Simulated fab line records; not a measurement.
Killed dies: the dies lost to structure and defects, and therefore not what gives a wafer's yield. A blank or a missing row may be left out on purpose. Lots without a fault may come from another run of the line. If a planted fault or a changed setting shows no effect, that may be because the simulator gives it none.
fab line records + flow nand-harc
[record]
- lots = 6
- wafers = 18
- last-day = 30
route steps=1302 shown A_ONON_D1@445 A_CHANNEL_HOLE_D1@450 END@1302
lots with no fault: from the same line, run without faults
start-h: hours from the record's opening day to when the first of the lot's shown wafers began + wait-h: time in hours since the lot's previous step + " as in the row above + L1.1+2: a row that stands for several wafers + - no value present, or no start provided + * or withheld: withheld + < > ~ a bound
route shown NAME@n: names a module that has steps shown in the file, with the first one's number in the route + usual: mean/standard deviation of fault-free wafers + same: alike in all rows + chamber/n: place in a boat + sites: readings site by site + _std_site: the standard deviation of these + _edge_site: mean of outer sites minus mean of inner sites + radius-mm: how far each site lies from the wafer's centre + mask NAME#n: copy n + behind: the last tool/chamber to shape the wafer + hold: reason for holding the lot/hours on hold/outcome of the hold + device: the transistor (n, p or np) that didn't switch + end of line: the tests these same wafers got at the end of their route + for a step that has no rows: nothing shown but its recipe + killed: dies that structure and defects cost at the first sort, which is not the same as the wafer's yield + map: the dies of a wafer, with x for killed, . for not killed, _ for no die there
set.NAME: the setting the step ran with; set.NAME@STEP: the setting that earlier step ran with + model.NAME: the simulator's own value behind a step, which no gauge read
lots at some steps of the route; a table a step, a row a wafer
services: from which hour (start-h, from the record's first day; less than 0 if before it) a tool's chamber was out of use, for how many hours, and why
[[steps]]
[step NHARC_A_ONON_D1_THK_MEAS_30]
[recipe]
- thk-meas-gauge = ellipsometry
[usual]
- thk-nm = 999/11
| lot.wafer | tool          | chamber | start-h | wait-h | thk-nm |
|-----------|---------------|---------|---------|--------|--------|
| L245.2    | film-metro-02 | -       | 198.14  | -      | 989    |
| L245.4    | "             | -       | "       | "      | 989    |
| L245.6    | "             | -       | "       | "      | 988    |
| L246.2    | film-metro-02 | -       | 198.15  | -      | 989    |
| L246.4    | "             | -       | "       | "      | 988    |
| L246.5    | "             | -       | "       | "      | 990    |
| L250.1    | film-metro-01 | -       | 239.79  | -      | 1000   |
| L250.4    | "             | -       | "       | "      | 1002   |
| L250.6    | "             | -       | "       | "      | 1002   |
| L252.1    | film-metro-02 | -       | 259.10  | -      | 1013   |
| L252.4    | "             | -       | "       | "      | 1014   |
| L252.6    | "             | -       | "       | "      | 1011   |
| L258.1    | film-metro-02 | -       | 326.96  | -      | 1003   |
| L258.3    | "             | -       | "       | "      | 1004   |
| L258.6    | "             | -       | "       | "      | 1003   |
| L259.2    | film-metro-01 | -       | 337.81  | -      | 1008   |
| L259.3    | "             | -       | "       | "      | 1007   |
| L259.4    | "             | -       | "       | "      | 1009   |
[step NHARC_A_ONON_D1_DEP_33]
[recipe]
- target-thk-a = 2000
- temp-c = 400
- pressure-torr = 6.5
- rf-w = 900
- teos-flow-sccm = 161.4
- flow-sccm = 2650
- target-thk-nm = 200
- gas = O2
- material = SiO2
[usual]
- heater-power-w = 551/68
- rf-fwd-power-W = 898.4/2.9
- throttle-valve-pct = 16.0/0.55
| lot.wafer | tool     | chamber | start-h | wait-h | heater-power-w | rf-fwd-power-W | throttle-valve-pct |
|-----------|----------|---------|---------|--------|----------------|----------------|--------------------|
| L246.2    | pecvd-01 | 0       | 198.20  | 0.1    | 527            | 897.4          | 15.2               |
| L246.5    | "        | 0       | "       | "      | 553            | 895.4          | 14.9               |
| L246.4    | "        | 1       | "       | "      | 551            | 899.0          | 16.6               |
| L245.2    | pecvd-03 | 1       | 198.24  | 0.1    | 568            | 893.9          | 15.6               |
| L245.4    | "        | 0       | "       | "      | 574            | 896.7          | 16.1               |
| L245.6    | "        | 2       | "       | "      | 538            | 897.5          | 16.3               |
| L250.1    | pecvd-01 | 0       | 239.84  | 0.1    | 590            | 897.4          | 15.3               |
| L250.4    | "        | 0       | "       | "      | 596            | 897.1          | 15.4               |
| L250.6    | "        | 2       | "       | "      | 598            | 903.1          | 15.7               |
| L252.1    | pecvd-03 | 1       | 259.16  | 0.1    | 657            | 897.8          | 15.6               |
| L252.6    | "        | 1       | "       | "      | 665            | 900.0          | 15.5               |
| L252.4    | "        | 0       | "       | "      | 624            | 900.2          | 16.0               |
| L258.3    | pecvd-03 | 1       | 327.07  | 0.1    | 620            | 899.5          | 15.8               |
| L258.1    | "        | 2       | "       | "      | 649            | 898.9          | 16.9               |
| L258.6    | "        | 0       | "       | "      | 500            | 896.4          | 16.5               |
| L259.2    | pecvd-02 | 0       | 337.89  | 0.1    | 531            | 904.1          | 15.1               |
| L259.3    | "        | 1       | "       | "      | 520            | 892.1          | 16.2               |
| L259.4    | "        | 0       | "       | "      | 401            | 898.0          | 15.3               |
[step NHARC_A_ONON_D1_THK_MEAS_34]
[recipe]
- thk-meas-gauge = ellipsometry
[usual]
- thk-nm = 201.0/2.7
| lot.wafer | tool          | chamber | start-h | wait-h | thk-nm |
|-----------|---------------|---------|---------|--------|--------|
| L245.2    | film-metro-02 | -       | 198.61  | -      | 198.8  |
| L245.4    | "             | -       | "       | "      | 202.3  |
| L245.6    | "             | -       | "       | "      | 203.4  |
| L246.2    | film-metro-01 | -       | 198.62  | -      | 201.0  |
| L246.4    | "             | -       | "       | "      | 202.3  |
| L246.5    | "             | -       | "       | "      | 200.8  |
| L250.1    | film-metro-02 | -       | 240.26  | -      | 198.9  |
| L250.4    | "             | -       | "       | "      | 202.3  |
| L250.6    | "             | -       | "       | "      | 203.9  |
| L252.1    | film-metro-01 | -       | 259.57  | -      | 198.8  |
| L252.4    | "             | -       | "       | "      | 202.2  |
| L252.6    | "             | -       | "       | "      | 201.4  |
| L258.1    | film-metro-01 | -       | 327.43  | -      | 200.5  |
| L258.3    | "             | -       | "       | "      | 201.5  |
| L258.6    | "             | -       | "       | "      | 201.2  |
| L259.2    | film-metro-02 | -       | 338.31  | -      | 199.7  |
| L259.3    | "             | -       | "       | "      | 199.3  |
| L259.4    | "             | -       | "       | "      | 205.5  |
[step NHARC_A_ONON_D1_INSPECT_32]
[usual]
- raw-defect-count = 70/25
| lot.wafer | tool              | chamber | start-h | wait-h | raw-defect-count |
|-----------|-------------------|---------|---------|--------|------------------|
| L245.2    | defect-inspect-02 | -       | 198.69  | 0.0    | 72               |
| L245.4    | "                 | -       | "       | "      | 47               |
| L245.6    | "                 | -       | "       | "      | 74               |
| L246.2    | defect-inspect-01 | -       | 198.70  | 0.0    | 60               |
| L246.4    | "                 | -       | "       | "      | 63               |
| L246.5    | "                 | -       | "       | "      | 70               |
| L250.1    | defect-inspect-02 | -       | 240.34  | 0.0    | 38               |
| L250.4    | "                 | -       | "       | "      | 49               |
| L250.6    | "                 | -       | "       | "      | 83               |
| L252.1    | defect-inspect-02 | -       | 259.63  | 0.0    | 105              |
| L252.4    | "                 | -       | "       | "      | 69               |
| L252.6    | "                 | -       | "       | "      | 90               |
| L258.1    | defect-inspect-02 | -       | 327.52  | 0.0    | 60               |
| L258.3    | "                 | -       | "       | "      | 78               |
| L258.6    | "                 | -       | "       | "      | 109              |
| L259.2    | defect-inspect-01 | -       | 338.37  | 0.0    | 53               |
| L259.3    | "                 | -       | "       | "      | 48               |
| L259.4    | "                 | -       | "       | "      | 39               |
[step NHARC_A_CHANNEL_HOLE_D1_DEP_00]
[recipe]
- target-thk-a = 31000
- temp-c = 400
- material = aC
[usual]
- throttle-valve-pct = 35.001/0.01
| lot.wafer | tool       | chamber | start-h | wait-h | throttle-valve-pct |
|-----------|------------|---------|---------|--------|--------------------|
| L245.2    | acl-dep-01 | 0       | 204.93  | 6.2    | 35.011             |
| L245.4    | "          | 0       | "       | "      | 35.007             |
| L245.6    | "          | 0       | "       | "      | 34.981             |
| L246.2    | acl-dep-03 | 0       | 205.70  | 7.0    | 35.004             |
| L246.4    | "          | 0       | "       | "      | 34.985             |
| L246.5    | "          | 0       | "       | "      | 35.013             |
| L250.1    | acl-dep-03 | 0       | 241.43  | 1.1    | 35.002             |
| L250.4    | "          | 0       | "       | "      | 35.004             |
| L250.6    | "          | 0       | "       | "      | 35.009             |
| L252.1    | acl-dep-03 | 0       | 260.76  | 1.1    | 35.000             |
| L252.4    | "          | 0       | "       | "      | 35.009             |
| L252.6    | "          | 0       | "       | "      | 35.012             |
| L258.1    | acl-dep-01 | 0       | 328.18  | 0.7    | 35.009             |
| L258.3    | "          | 0       | "       | "      | 35.009             |
| L258.6    | "          | 0       | "       | "      | 35.009             |
| L259.2    | acl-dep-02 | 0       | 338.76  | 0.4    | 34.998             |
| L259.3    | "          | 0       | "       | "      | 34.986             |
| L259.4    | "          | 0       | "       | "      | 34.986             |
[step NHARC_A_CHANNEL_HOLE_D1_DEP_01]
[recipe]
- target-thk-a = 1400
- target-thk-nm = 140
- temp-c = 400
- pressure-torr = 3.5
- flow-sccm = 200
- rf-w = 350
- material = SiON
[usual]
- heater-power-w = 765/70
- rf-fwd-power-W = 348.3/1.1
| lot.wafer | tool     | chamber | start-h | wait-h | heater-power-w | rf-fwd-power-W |
|-----------|----------|---------|---------|--------|----------------|----------------|
| L245.2    | pecvd-04 | 1       | 206.54  | 1.3    | 710            | 346.1          |
| L245.6    | "        | 2       | "       | "      | 817            | 347.9          |
| L245.4    | "        | 0       | "       | "      | 666            | 347.4          |
| L246.2    | pecvd-04 | 2       | 207.36  | 1.3    | 798            | 349.2          |
| L246.5    | "        | 2       | "       | "      | 811            | 349.4          |
| L246.4    | "        | 0       | "       | "      | 822            | 349.2          |
| L250.1    | pecvd-03 | 0       | 243.40  | 1.7    | 856            | 348.2          |
| L250.6    | "        | 2       | "       | "      | 737            | 348.6          |
| L250.4    | "        | 0       | "       | "      | 848            | 349.1          |
| L252.1    | pecvd-03 | 0       | 262.69  | 1.6    | 839            | 346.7          |
| L252.6    | "        | 1       | "       | "      | 830            | 347.9          |
| L252.4    | "        | 2       | "       | "      | 823            | 346.4          |
| L258.3    | pecvd-03 | 2       | 330.10  | 1.0    | 841            | 349.3          |
| L258.1    | "        | 0       | "       | "      | 812            | 349.5          |
| L258.6    | "        | 0       | "       | "      | 811            | 350.1          |
| L259.2    | pecvd-04 | 1       | 340.43  | 1.3    | 641            | 347.1          |
| L259.3    | "        | 0       | "       | "      | 776            | 348.4          |
| L259.4    | "        | 1       | "       | "      | 637            | 346.0          |
[step NHARC_A_CHANNEL_HOLE_D1_DEHYDRATE_02]
[recipe]
- temp-c = 150
- time-s = 120
[step NHARC_A_CHANNEL_HOLE_D1_HMDS_03]
[recipe]
- time-s = 30
[step NHARC_A_CHANNEL_HOLE_D1_COAT_36]
[recipe]
- temp-c = 260
- time-s = 75
[step NHARC_A_CHANNEL_HOLE_D1_COAT_37]
[recipe]
- temp-c = 225
- time-s = 65
[step NHARC_A_CHANNEL_HOLE_D1_COAT_04]
[recipe]
- spin-rpm = 1500
- resist-thk-nm = 90
[step NHARC_A_CHANNEL_HOLE_D1_SOFTBAKE_05]
[recipe]
- temp-c = 105
- time-s = 55
[usual]
- heater-power-total-W = 188.45/0.14
| lot.wafer | tool           | chamber | start-h | wait-h | heater-power-total-W |
|-----------|----------------|---------|---------|--------|----------------------|
| L245.2    | litho-track-01 | 0       | 206     | -      | 188.37               |
| L245.4    | "              | 0       | "       | "      | 188.45               |
| L245.6    | "              | 0       | "       | "      | 188.41               |
| L246.2    | litho-track-06 | 0       | 207     | -      | 188.42               |
| L246.4    | "              | 0       | "       | "      | 188.59               |
| L246.5    | "              | 0       | "       | "      | 188.61               |
| L250.1    | litho-track-06 | 0       | 243     | -      | 323.61               |
| L250.4    | "              | 0       | "       | "      | 323.60               |
| L250.6    | "              | 0       | "       | "      | 323.07               |
| L252.1    | litho-track-06 | 0       | 262     | -      | 323.67               |
| L252.4    | "              | 0       | "       | "      | 322.99               |
| L252.6    | "              | 0       | "       | "      | 323.34               |
| L258.1    | litho-track-04 | 0       | 330     | -      | 188.60               |
| L258.3    | "              | 0       | "       | "      | 188.79               |
| L258.6    | "              | 0       | "       | "      | 188.31               |
| L259.2    | litho-track-01 | 0       | 340     | -      | 188.29               |
| L259.3    | "              | 0       | "       | "      | 188.49               |
| L259.4    | "              | 0       | "       | "      | 188.40               |
[step NHARC_A_CHANNEL_HOLE_D1_EBR_06]
[step NHARC_END_SORT_01]
[recipe]
- temp-c = 25
[usual]
- killed-at-array = 57/18
- killed-at-other = 0.9/1.3
- killed-at-periphery = 3.5/2.2
- killed-dies = 62/18
- killed-open = 3.0/1.7
- killed-short = 2.3/1.5
[same]
- gross-dies = 677
| lot.wafer | tool      | chamber | start-h | wait-h | killed-at-array | killed-at-other | killed-at-periphery | killed-dies | killed-open | killed-short |
|-----------|-----------|---------|---------|--------|-----------------|-----------------|---------------------|-------------|-------------|--------------|
| L250.1    | prober-01 | 0       | 643.76  | 2.5    | 44              | 3               | 10                  | 57          | 2           | 2            |
| L250.4    | prober-01 | 0       | 646.17  | 3.4    | 52              | 1               | 7                   | 60          | 4           | 2            |
| L250.6    | prober-01 | 0       | 647.77  | 4.0    | 49              | 0               | 8                   | 57          | 2           | 2            |
// killed by level:class
L250.1 A_CHANNEL_HOLE_D2:chamber-film-flake=29 P_BONDPAD:chamber-film-flake=4 A_CONTACT:chamber-film-flake=4 A_CHANNEL_HOLE_D1:chamber-film-flake=3 A_STAIRCASE:chamber-film-flake=3 P_CONTACT:chamber-film-flake=2 A_CHANNEL_FILL_D1:chamber-film-flake=2 THIN_TSV:chamber-film-flake=2
L250.4 A_CHANNEL_HOLE_D2:chamber-film-flake=33 A_CHANNEL_HOLE_D1:chamber-film-flake=7 P_BONDPAD:chamber-film-flake=5 A_CHANNEL_FILL_D2:geometric-particle:open=2 P_STI:chamber-film-flake=2 A_CONTACT:chamber-film-flake=2 A_ONON_D2:geometric-particle:short=1 A_CHANNEL_HOLE_D2:geometric-particle:open=1
L250.6 A_CHANNEL_HOLE_D2:chamber-film-flake=33 A_CONTACT:chamber-film-flake=5 P_GATE:chamber-film-flake=3 P_CONTACT:chamber-film-flake=3 A_WL_FILL:chamber-film-flake=3 A_CHANNEL_HOLE_D1:chamber-film-flake=2 A_CHANNEL_FILL_D1:chamber-film-flake=2 A_STAIRCASE:chamber-film-flake=2
[[services]]
| tool           | chamber | start-h | hours | kind       |
|----------------|---------|---------|-------|------------|
| litho-track-06 | -       | 179.00  | 7.0   | pm         |
| pecvd-03       | -       | 185.08  | 13.0  | pm         |
| pecvd-03       | 0       | 185.08  | 13.0  | vent-cycle |
| pecvd-03       | 1       | 185.08  | 13.0  | vent-cycle |
| pecvd-03       | 2       | 185.08  | 13.0  | vent-cycle |
| acl-dep-01     | -       | 189.77  | 13.0  | pm         |
| pecvd-03       | 0       | 198.08  | -     | clean      |
| pecvd-03       | 1       | 198.08  | -     | clean      |
| pecvd-03       | 2       | 198.08  | -     | clean      |
| litho-track-04 | -       | 203.00  | 7.0   | pm         |
| pecvd-03       | -       | 215.17  | 0.6   | repair     |
| pecvd-02       | -       | 227.00  | 13.0  | pm         |
| pecvd-03       | 2       | 230.81  | 5.9   | repair     |
| acl-dep-02     | -       | 247.63  | 13.0  | pm         |
| pecvd-04       | -       | 269.06  | 13.0  | pm         |
| pecvd-04       | 0       | 269.06  | 13.0  | vent-cycle |
| pecvd-04       | 1       | 269.06  | 13.0  | vent-cycle |
| pecvd-04       | 2       | 269.06  | 13.0  | vent-cycle |
| pecvd-04       | 0       | 282.06  | -     | clean      |
| pecvd-02       | 1       | 293.06  | 29.3  | repair     |
| pecvd-03       | 1       | 293.31  | 4.6   | repair     |
| acl-dep-03     | -       | 298.84  | 13.0  | pm         |
| pecvd-01       | -       | 311.00  | 13.0  | pm         |
| litho-track-01 | -       | 330.00  | 7.0   | pm         |
[[key]]
[first-sign]
- step = NHARC_A_CHANNEL_HOLE_D1_SOFTBAKE_05
- reading = heater-power-total-W
- direction = up
- sigmas = 99+
- usual = *
- struck = *
effect none on later readings
met-at NHARC_A_CHANNEL_HOLE_D1_SOFTBAKE_05
struck-wafers L250.1,L250.4,L250.6,L252.1,L252.4,L252.6
tester-left-out L250,L252
onset-between 207 243
[fault]
- kind = process-parameter-drift
- tool = litho-track-06
- chamber = -
- onset-h = 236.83
- steps = NHARC_A_CHANNEL_HOLE_D1_SOFTBAKE_05
- channel = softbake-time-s
- offset = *
- shape = step
- end-h = 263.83
- scope = struck-wafers-only
- acts-in = *
- stated = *
// tester-left-out: of these lots the tester's yield and bins aren't shown, on N5 and GAA mostly nor the transistor test; their killed dies are dies lost to structure and defects alone, not to doping, threshold or leakage, so they don't give the yield
